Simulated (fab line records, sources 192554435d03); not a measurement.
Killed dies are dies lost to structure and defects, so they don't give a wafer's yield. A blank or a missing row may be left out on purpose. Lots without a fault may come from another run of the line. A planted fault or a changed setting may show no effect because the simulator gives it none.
Chamber matching | flow n5_finfet | N5_FIN_SAQP_PECVD_47 on pecvd-04: 3 sister chambers
The step deposits a-Si from SiH4/He, target thk 45 nm, time 36.3 s. 6 wafers are shown with their chamber, then 7 later ones without.

WAFERS WITH THEIR CHAMBER
wafer  | chamber | showerhead_plenum_p_Torr (Torr) | throttle_valve_pct (%)
L084.4 | 2       | 5.63                            | 17.8
L084.5 | 0       | 5.59                            | 18.7
L085.1 | 0       | 5.62                            | 18.7
L085.2 | 2       | 5.62                            | 17.5
L086.3 | 1       | 5.72                            | 17.4
L086.5 | 1       | 5.70                            | 17.9

WAFERS WITHOUT THEIR CHAMBER
wafer  | showerhead_plenum_p_Torr (Torr) | throttle_valve_pct (%)
L086.6 | 5.62                            | 17.7
L092.1 | 5.71                            | 17.5
L092.2 | 5.63                            | 18.0
L092.5 | 5.63                            | 18.0
L097.3 | 5.62                            | 18.1
L097.4 | 5.71                            | 17.8
L097.5 | 5.70                            | 17.9

WHICH CHAMBER EACH WENT THROUGH
wafer  | from the rows above     | in truth
L086.6 | 2                       | 2
L092.1 | 1                       | 1
L092.2 | can't be placed: 2 or 0 | 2
L092.5 | can't be placed: 2 or 0 | 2
L097.3 | can't be placed: 2 or 0 | 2
L097.4 | 1                       | 1
L097.5 | 1                       | 1
Placed correctly: 4 of 7. Can't be placed from these rows: 3 (the true chamber is among the candidates in 3). Placed wrongly: 0.
How it was worked out, from the rows above alone: a wafer's distance from a chamber is the root of the sum, over the readings, of the square of ((its reading less the chamber's mean) divided by the reading's scatter). The wafer belongs to the nearest chamber; if the next one is less than 2 further off, it can't be placed. A chamber's mean is the mean of its shown wafers. The scatter: the root of (the sum of the squares of (reading less its chamber's mean) over the shown wafers, divided by (wafers less chambers)).
